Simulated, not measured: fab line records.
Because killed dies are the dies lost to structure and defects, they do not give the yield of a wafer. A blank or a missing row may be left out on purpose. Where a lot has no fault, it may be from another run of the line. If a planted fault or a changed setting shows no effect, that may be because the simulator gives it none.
fab line records	flow nand-harc	part 1 of 2: steps 1 to 3 of 6
[record] lots = 22	wafers = 66	last-day = 33
route steps=1302 shown A_STAIRCASE@743
lots that met no fault: taken from a fault-free run of the same line
start-h: hours from the record's opening day to when the first of the lot's shown wafers began	wait-h: hours from the lot's prior step to this one	" unchanged from the row above	L1.1+2: several wafers, shown together as one row	- value missing, or start not given	* or withheld: withheld	< > ~ a bound
route shown NAME@n: names a module that has steps shown in the file, with the first one's number in the route	usual: mean and standard deviation over wafers with no fault	same: alike in all rows	chamber/n: place in a boat	sites: each site's reading	_std_site: standard deviation of those values	_edge_site: the outer-site mean with the inner-site mean subtracted	radius-mm: how far each site lies from the wafer's centre	mask NAME#n: copy n	behind: the most recent tool/chamber to have shaped the wafer	hold: cause of the lot's hold/its duration in hours/its outcome	device: transistor that didn't switch, given as n, p or np	end of line: the tests these same wafers got at the end of their route	a step given without rows: its recipe and nothing more	killed: dies lost to structure and defects at the first sort, not the wafer's yield	map: per-die view of a wafer (x killed, . not killed, _ where there is no die)
set.NAME: setting as actually run; set.NAME@STEP: the setting as run at that earlier step	model.NAME: the simulator's own value behind a step, which no gauge read
a sample of lots followed through the steps of the route, with each step as a table and each wafer as a row
services: the hour from which a tool's chamber was out of use, counted from the record's first day as start-h (under 0 if before that day), plus the number of hours and why
[[steps]]
[step NHARC_A_STAIRCASE_TRIM_229]
[recipe] time-s = 211.2	o2-flow-sccm = 500	ar-flow-sccm = 0	bias-w = 0	chemistry = O2
[usual] drypump-motor-current-A = 5.80/0.24	mfc-ar-sccm = 0.010/0.015	oes-product-au = 1.000/0.017	rf-vpp-V = 57.6/0.82	showerhead-plenum-p-Torr = 3.47/0.095	throttle-valve-pct = 17.036/0.0088
lot.wafer	tool	chamber	start-h	wait-h	drypump-motor-current-A	mfc-ar-sccm	oes-product-au	rf-hours-counter-h	rf-vpp-V	showerhead-plenum-p-Torr	throttle-valve-pct
L074.3	rie-diel-12	0	355.49	0.1	5.83	0	1.013	27	58.4	3.42	17.027
L074.5	"	1	"	"	5.84	0	1.010	-	58.2	3.54	17.050
L074.6	"	2	"	"	5.82	0.024	1.007	-	57.9	3.54	17.019
L075.1	rie-diel-05	3	365.69	0.1	5.76	0.039	0.992	41	57.6	3.42	17.045
L075.5	"	3	"	"	5.78	0.039	0.984	-	57.1	3.42	17.018
L075.6	"	0	"	"	5.40	0.014	0.978	-	57.4	3.45	17.042
L078.4	rie-diel-12	2	387.81	0.1	5.86	0.024	1.017	33	57.4	3.54	17.034
L078.2	"	3	"	"	5.60	0	0.987	36	57.7	3.36	17.039
L078.6	"	2	"	"	5.81	0.024	1.010	-	57.2	3.54	17.024
L077.4	rie-diel-05	0	388.57	0.1	5.41	0.014	0.964	57	56.4	3.45	17.042
L077.2	"	1	"	"	6.06	0	1.005	56	56.1	3.32	17.056
L077.6	"	3	"	"	5.79	0.039	0.981	-	56.6	3.42	17.061
L079.2	rie-diel-04	3	414.21	0.1	5.55	0	1.016	17	56.8	3.47	17.051
L079.1	"	1	"	"	5.59	0.001	0.981	14	56.3	3.61	17.030
L079.6	"	3	"	"	5.56	0	1.018	-	58.0	3.47	17.037
L081.4	rie-diel-04	2	424.04	0.1	6.25	0.038	1.013	21	58.3	3.70	17.038
L081.5	"	1	"	"	5.60	0.001	0.992	-	57.5	3.61	17.024
L081.6	"	2	"	"	6.25	0.038	1.025	-	58.8	3.70	17.033
L080.2	rie-diel-05	2	429.53	0.1	6.08	0.000	0.999	6	56.9	3.49	17.030
L080.3	"	1	"	"	6.07	0	1.028	6	58.1	3.32	17.036
L080.5	"	3	"	"	5.73	0.039	1.003	-	57.6	3.41	17.027
L082.2	rie-diel-05	3	440.73	0.1	5.80	0.039	1.002	7	58.9	3.41	17.028
L082.6	"	0	"	"	5.41	0.014	0.981	-	58.2	3.44	17.056
L082.4	"	2	"	"	6.12	0.000	1.004	-	58.4	3.49	17.045
L084.2	rie-diel-04	3	463.71	0.1	5.58	0	1.008	35	58.2	3.46	17.033
L084.3	"	2	"	"	6.26	0.038	0.998	32	58.2	3.69	17.049
L084.6	"	0	"	"	5.95	0	1.006	-	57.2	3.54	17.023
L083.4	rie-diel-05	1	464.11	0.1	6.05	0	1.005	16	57.6	3.32	17.051
L083.2	"	3	"	"	5.77	0.039	0.999	17	57.7	3.41	17.042
L083.1	"	0	"	"	5.42	0.014	0.994	18	56.4	3.44	17.048
L086.1	rie-diel-12	3	476.39	0.2	5.60	0	0.966	6	57.6	3.35	17.040
L086.6	"	0	"	"	5.82	0	0.989	-	58.1	3.40	17.041
L086.5	"	1	"	"	5.85	0	1.026	-	57.6	3.52	17.032
L087.4	rie-diel-05	1	481.89	0.1	6.08	0	0.999	24	57.6	3.31	17.039
L087.1	"	2	"	"	6.14	0.000	0.991	24	55.8	3.48	17.049
L087.3	"	3	"	"	5.81	0.039	1.004	23	56.4	3.40	17.035
L089.3	rie-diel-12	3	503.76	0.1	5.61	0	0.964	15	55.1	3.34	17.034
L089.2	"	1	"	"	5.82	0	1.021	17	58.4	3.52	17.026
L089.1	"	2	"	"	5.81	0.024	0.983	15	57.6	3.52	17.028
L088.3	rie-diel-04	3	503.99	0.1	5.51	0	0.997	44	58.3	3.46	17.041
L088.4	"	2	"	"	6.26	0.038	1.000	41	58.9	3.69	17.047
L088.6	"	0	"	"	5.91	0	1.002	-	57.9	3.54	17.029
L091.2	rie-diel-05	2	527.03	0.1	6.10	0.000	1.009	42	57.3	3.47	17.028
L091.1	"	3	"	"	5.76	0.039	0.987	41	55.8	3.39	17.043
L091.3	"	0	"	"	5.43	0.014	0.970	38	57.4	3.43	17.025
L090.1	rie-diel-04	3	527.43	0.1	5.55	0	1.010	49	58.5	3.46	17.033
L090.2	"	1	"	"	5.59	0.001	0.990	41	56.9	3.60	17.027
L090.5	"	3	"	"	5.53	0	1.020	-	59.0	3.46	17.036
L093.1	rie-diel-12	1	548.19	0.1	5.85	0	1.012	33	57.5	3.51	17.038
L093.3	"	2	"	"	5.82	0.024	0.968	32	56.7	3.51	17.033
L093.5	"	1	"	"	5.86	0	1.011	-	57.6	3.51	17.026
L092.4	rie-diel-12	3	550.04	0.1	5.60	0	0.980	28	56.8	3.34	17.037
L092.2	"	0	"	"	5.90	0	1.011	30	58.8	3.39	17.037
L092.6	"	3	"	"	5.61	0	0.974	-	58.3	3.34	17.028
L094.4	rie-diel-05	2	558.53	0.1	6.07	0.000	1.007	54	57.3	3.46	17.058
L094.3	"	0	"	"	5.41	0.014	0.974	48	57.2	3.42	17.041
L094.5	"	1	"	"	6.05	0	1.002	-	57.7	3.30	17.038
L095.3	rie-diel-04	3	573.60	0.1	5.53	0	1.012	11	56.9	3.45	17.032
L095.2	"	2	"	"	6.26	0.038	1.013	10	56.7	3.68	17.026
L095.6	"	0	"	"	5.90	0	1.026	-	59.6	3.53	17.024
L096.2	rie-diel-05	3	573.83	0.1	5.79	0.039	1.010	58	57.6	3.38	17.029
L096.4	"	0	"	"	5.41	0.014	0.980	54	58.8	3.42	17.026
L096.1	"	2	"	"	6.08	0.000	1.015	59	56.1	3.46	17.030
L097.5	rie-diel-12	3	585.99	0.2	5.58	0	0.963	-	58.2	3.33	17.031
L097.6	"	1	"	"	5.86	0	1.021	-	57.8	3.50	17.029
L097.4	"	2	"	"	5.80	0.024	0.970	-	56.7	3.50	17.033
[step NHARC_A_STAIRCASE_ETCH_451]
[recipe] target-depth-a = 300	overetch-a = 30	time-s = 16.5	ion-energy-ev = 100	cf4-flow-sccm = 80	o2-flow-sccm = 20	ar-flow-sccm = 0	rf-w = 300	bias-w = 100	chemistry = CF4/O2
[usual] drypump-motor-current-A = 5.81/0.24	mfc-ar-sccm = 0.009/0.014	oes-product-au = 0.999/0.016	rf-vpp-V = 197.2/1.1	showerhead-plenum-p-Torr = 1.31/0.039	throttle-valve-pct = 13.396/0.0098
lot.wafer	tool	chamber	start-h	wait-h	drypump-motor-current-A	mfc-ar-sccm	oes-product-au	rf-hours-counter-h	rf-vpp-V	showerhead-plenum-p-Torr	throttle-valve-pct
L074.3	rie-diel-04	1	-	-	5.62	0.001	0.991	0	197.9	1.37	13.379
L074.5	"	0	"	"	5.90	0	1.004	-	197.5	1.35	13.399
L074.6	"	1	"	"	5.59	0.001	0.988	-	196.4	1.37	13.406
L075.1	rie-diel-05	2	-	-	6.09	0.000	1.011	45	196.7	1.32	13.400
L075.5	"	0	"	"	5.40	0.014	0.976	-	198.2	1.30	13.393
L075.6	"	1	"	"	6.06	0	1.022	-	196.8	1.25	13.386
L078.4	rie-diel-05	2	-	-	6.10	0.000	1.011	52	196.9	1.32	13.390
L078.2	"	3	"	"	5.76	0.039	0.972	52	195.7	1.29	13.392
L078.6	"	1	"	"	6.07	0	1.004	-	195.5	1.25	13.423
L077.4	rie-diel-04	1	-	-	5.56	0.001	0.985	10	198.2	1.37	13.391
L077.2	"	3	"	"	5.53	0	1.025	13	197.7	1.31	13.419
L077.6	"	0	"	"	5.94	0	1.013	-	198.8	1.35	13.412
L079.1	rie-diel-04	1	-	-	5.60	0.001	0.989	16	197.0	1.37	13.403
L079.2	"	2	"	"	6.24	0.038	1.018	20	199.4	1.40	13.396
L079.6	"	0	"	"	5.92	0	1.024	-	198.4	1.34	13.378
L081.4	rie-diel-12	0	-	-	5.87	0	0.991	52	197.0	1.29	13.390
L081.6	"	3	"	"	5.58	0	0.993	-	196.3	1.27	13.398
L081.5	"	0	"	"	5.85	0	0.996	-	195.7	1.29	13.401
L080.3	rie-diel-04	3	-	-	5.54	0	1.004	27	197.6	1.31	13.402
L080.2	"	0	"	"	5.91	0	0.998	23	197.0	1.34	13.382
L080.5	"	0	"	"	5.92	0	1.012	-	198.5	1.34	13.392
L082.4	rie-diel-05	2	-	-	6.12	0.000	0.992	13	196.2	1.32	13.413
L082.2	"	1	"	"	6.03	0	1.008	10	197.8	1.25	13.401
L082.6	"	3	"	"	5.71	0.039	0.996	-	197.8	1.29	13.387
L084.3	rie-diel-12	0	-	-	5.84	0	1.002	4	195.6	1.28	13.401
L084.2	"	2	"	"	5.73	0.024	0.998	4	196.8	1.33	13.401
L084.6	"	0	"	"	5.86	0	1.005	-	196.8	1.28	13.402
L083.4	rie-diel-05	1	-	-	6.07	0	0.998	18	196.9	1.25	13.402
L083.2	"	3	"	"	5.75	0.039	0.981	19	196.6	1.29	13.395
L083.1	"	0	"	"	5.41	0.014	0.991	20	195.5	1.30	13.373
L086.1	rie-diel-05	0	-	-	5.41	0.014	0.987	26	196.5	1.30	13.409
L086.6	"	2	"	"	6.06	0.000	0.995	-	198.4	1.32	13.398
L086.5	"	3	"	"	5.78	0.039	0.988	-	195.8	1.28	13.369
L087.3	rie-diel-05	3	-	-	5.76	0.039	1.000	27	196.8	1.28	13.391
L087.1	"	2	"	"	6.09	0.000	1.003	26	197.9	1.32	13.397
L087.4	"	2	"	"	6.09	0.000	1.001	-	196.7	1.32	13.392
L089.3	rie-diel-04	1	-	-	5.54	0.001	1.005	38	198.3	1.36	13.375
L089.1	"	2	"	"	6.24	0.038	1.012	42	199.2	1.40	13.404
L089.2	"	3	"	"	5.51	0	1.015	45	196.4	1.31	13.397
L088.3	rie-diel-12	1	-	-	5.82	0	1.020	19	199.6	1.33	13.391
L088.4	"	2	"	"	5.79	0.024	0.986	17	196.7	1.33	13.401
L088.6	"	3	"	"	5.58	0	0.968	-	196.9	1.26	13.405
L091.2	rie-diel-12	0	-	-	5.79	0	1.000	23	197.2	1.28	13.400
L091.1	"	1	"	"	5.82	0	0.993	26	199.5	1.33	13.391
L091.3	"	2	"	"	5.78	0.024	0.975	26	197.8	1.33	13.393
L090.1	rie-diel-05	1	-	-	6.06	0	1.000	47	196.2	1.24	13.405
L090.2	"	3	"	"	5.77	0.039	0.986	43	196.4	1.28	13.392
L090.5	"	2	"	"	6.06	0.000	0.999	-	199.0	1.31	13.406
L093.1	rie-diel-12	1	-	-	5.82	0	1.021	35	197.6	1.33	13.392
L093.3	"	2	"	"	5.76	0.024	0.986	34	197.6	1.33	13.407
L093.5	"	2	"	"	5.78	0.024	0.979	-	198.2	1.33	13.395
L092.4	rie-diel-04	3	-	-	5.49	0	1.012	5	199.0	1.31	13.398
L092.2	"	0	"	"	5.92	0	1.012	5	197.3	1.34	13.394
L092.6	"	0	"	"	5.91	0	1.013	-	197.2	1.34	13.393
L094.3	rie-diel-12	1	-	-	5.82	0	1.013	40	198.3	1.33	13.399
L094.5	"	2	"	"	5.78	0.024	0.971	-	197.4	1.33	13.396
L094.4	"	1	"	"	5.82	0	1.015	-	197.9	1.33	13.384
L095.3	rie-diel-04	3	-	-	5.54	0	1.007	13	198.1	1.30	13.405
L095.2	"	0	"	"	5.93	0	1.023	13	197.9	1.33	13.410
L095.6	"	3	"	"	5.54	0	1.017	-	198.2	1.30	13.399
L096.2	rie-diel-05	1	-	-	6.04	0	1.000	60	196.7	1.24	13.407
L096.1	"	2	"	"	6.06	0.000	1.006	61	196.8	1.31	13.379
L096.4	"	3	"	"	5.74	0.039	1.006	59	197.3	1.28	13.389
L097.4	rie-diel-05	3	-	-	5.82	0.039	0.994	1	196.0	1.28	13.389
L097.6	"	2	"	"	6.06	0.000	1.010	-	196.1	1.31	13.395
L097.5	"	3	"	"	5.77	0.039	0.994	-	197.7	1.28	13.418
[step NHARC_A_STAIRCASE_HM_OPEN_460]
[recipe] o2-flow-sccm = 400	cos-flow-sccm = 20	ar-flow-sccm = 0	rf-w = 500	bias-w = 300	chemistry = O2/COS
[usual] drypump-motor-current-A = 5.81/0.23	mfc-ar-sccm = 0.009/0.014	oes-product-au = 1.001/0.015	rf-vpp-V = 466.4/2.2	showerhead-plenum-p-Torr = 3.09/0.091	throttle-valve-pct = 28.329/0.0096
lot.wafer	tool	chamber	start-h	wait-h	drypump-motor-current-A	mfc-ar-sccm	oes-product-au	rf-hours-counter-h	rf-vpp-V	showerhead-plenum-p-Torr	throttle-valve-pct
L074.3	rie-diel-12	0	-	-	5.85	0	1.012	32	465.0	3.02	28.321
L074.5	"	1	"	"	5.82	0	1.004	-	467.6	3.13	28.320
L074.6	"	2	"	"	5.78	0.024	1.003	-	468.4	3.13	28.327
L075.1	rie-diel-12	0	-	-	5.81	0	1.007	35	464.9	3.02	28.320
L075.6	"	3	"	"	5.60	0	0.985	-	464.1	2.98	28.302
L075.5	"	0	"	"	5.83	0	1.013	-	463.9	3.02	28.325
L078.4	rie-diel-12	1	-	-	5.85	0	1.001	43	466.9	3.13	28.315
L078.2	"	2	"	"	5.83	0.024	0.995	36	466.7	3.13	28.341
L078.6	"	2	"	"	5.83	0.024	1.001	-	467.2	3.13	28.332
L077.2	rie-diel-04	3	-	-	5.53	0	1.014	15	464.6	3.07	28.355
L077.4	"	1	"	"	5.59	0.001	0.977	12	468.2	3.20	28.341
L077.6	"	3	"	"	5.52	0	1.020	-	466.9	3.07	28.336
L079.2	rie-diel-04	0	-	-	5.94	0	1.028	18	467.5	3.14	28.332
L079.1	"	3	"	"	5.54	0	1.024	22	466.3	3.07	28.337
L079.6	"	0	"	"	5.95	0	1.015	-	467.9	3.14	28.329
L081.6	rie-diel-05	3	-	-	5.78	0.039	1.006	-	465.7	3.02	28.335
L081.5	"	0	"	"	5.43	0.014	0.996	-	465.2	3.05	28.344
L081.4	"	2	"	"	6.09	0.000	0.998	-	466.6	3.09	28.331
L080.3	rie-diel-05	0	-	-	5.40	0.014	0.986	8	466.0	3.04	28.331
L080.2	"	2	"	"	6.07	0.000	0.995	10	465.9	3.09	28.334
L080.5	"	0	"	"	5.42	0.014	0.986	-	465.7	3.04	28.321
L082.2	rie-diel-05	2	-	-	6.08	0.000	1.002	16	465.9	3.08	28.332
L082.4	"	3	"	"	5.79	0.039	0.993	16	464.9	3.01	28.323
L082.6	"	2	"	"	6.11	0.000	0.990	-	466.9	3.08	28.339
L084.3	rie-diel-12	3	-	-	5.59	0	0.979	7	461.6	2.96	28.327
L084.2	"	0	"	"	5.82	0	0.998	6	465.9	3.01	28.325
L084.6	"	2	"	"	5.85	0.024	0.983	-	467.5	3.11	28.330
L083.2	rie-diel-04	1	-	-	5.55	0.001	0.993	32	469.0	3.19	28.338
L083.4	"	2	"	"	6.24	0.038	1.010	36	469.7	3.27	28.331
L083.1	"	3	"	"	5.53	0	1.011	38	466.8	3.06	28.338
L086.1	rie-diel-04	1	-	-	5.58	0.001	0.988	33	468.0	3.19	28.334
L086.5	"	2	"	"	6.27	0.038	1.006	-	472.3	3.27	28.320
L086.6	"	3	"	"	5.50	0	1.014	-	466.0	3.06	28.320
L087.4	rie-diel-05	1	-	-	6.06	0	1.007	31	464.3	2.92	28.321
L087.3	"	3	"	"	5.79	0.039	0.989	32	465.1	3.00	28.327
L087.1	"	0	"	"	5.42	0.014	0.984	29	464.2	3.03	28.334
L089.1	rie-diel-04	0	-	-	5.92	0	1.009	42	467.0	3.13	28.334
L089.3	"	1	"	"	5.58	0.001	0.997	39	469.0	3.18	28.344
L089.2	"	2	"	"	6.27	0.038	1.006	43	470.3	3.26	28.316
L088.3	rie-diel-12	0	-	-	5.87	0	1.002	19	463.7	3.00	28.335
L088.4	"	1	"	"	5.84	0	1.018	21	466.8	3.11	28.319
L088.6	"	1	"	"	5.82	0	1.010	-	466.8	3.11	28.356
L091.3	rie-diel-04	0	-	-	5.94	0	1.006	0	465.9	3.13	28.332
L091.1	"	1	"	"	5.58	0.001	1.008	0	468.4	3.18	28.320
L091.2	"	2	"	"	6.27	0.038	1.010	0	468.6	3.26	28.325
L090.1	rie-diel-04	1	-	-	5.59	0.001	1.009	0	466.6	3.18	28.330
L090.2	"	3	"	"	5.51	0	1.008	0	464.5	3.06	28.329
L090.5	"	1	"	"	5.60	0.001	1.008	-	468.0	3.18	28.331
L093.3	rie-diel-12	0	-	-	5.85	0	1.004	37	463.5	2.99	28.342
L093.1	"	1	"	"	5.83	0	1.019	39	466.8	3.10	28.329
L093.5	"	0	"	"	5.89	0	1.009	-	465.8	2.99	28.325
L092.2	rie-diel-05	2	-	-	6.08	0.000	1.021	59	465.9	3.06	28.334
L092.4	"	0	"	"	5.43	0.014	0.974	53	464.0	3.02	28.331
L092.6	"	1	"	"	6.09	0	0.999	-	461.3	2.91	28.329
L094.4	rie-diel-04	1	-	-	5.63	0.001	1.020	10	469.2	3.17	28.333
L094.3	"	3	"	"	5.56	0	1.013	12	466.4	3.05	28.333
L094.5	"	1	"	"	5.62	0.001	1.010	-	467.4	3.17	28.330
L095.2	rie-diel-12	1	-	-	5.81	0	1.017	46	464.3	3.10	28.328
L095.3	"	2	"	"	5.80	0.024	0.985	43	465.9	3.10	28.329
L095.6	"	1	"	"	5.83	0	1.006	-	467.4	3.10	28.336
L096.4	rie-diel-12	3	-	-	5.59	0	0.979	42	463.4	2.94	28.346
L096.2	"	0	"	"	5.88	0	0.989	40	464.4	2.99	28.325
L096.1	"	1	"	"	5.80	0	1.017	50	465.5	3.10	28.319
L097.4	rie-diel-12	1	-	-	5.83	0	1.004	53	466.7	3.09	28.329
L097.6	"	2	"	"	5.82	0.024	0.981	-	466.4	3.09	28.305
L097.5	"	3	"	"	5.58	0	0.971	-	461.6	2.94	28.322
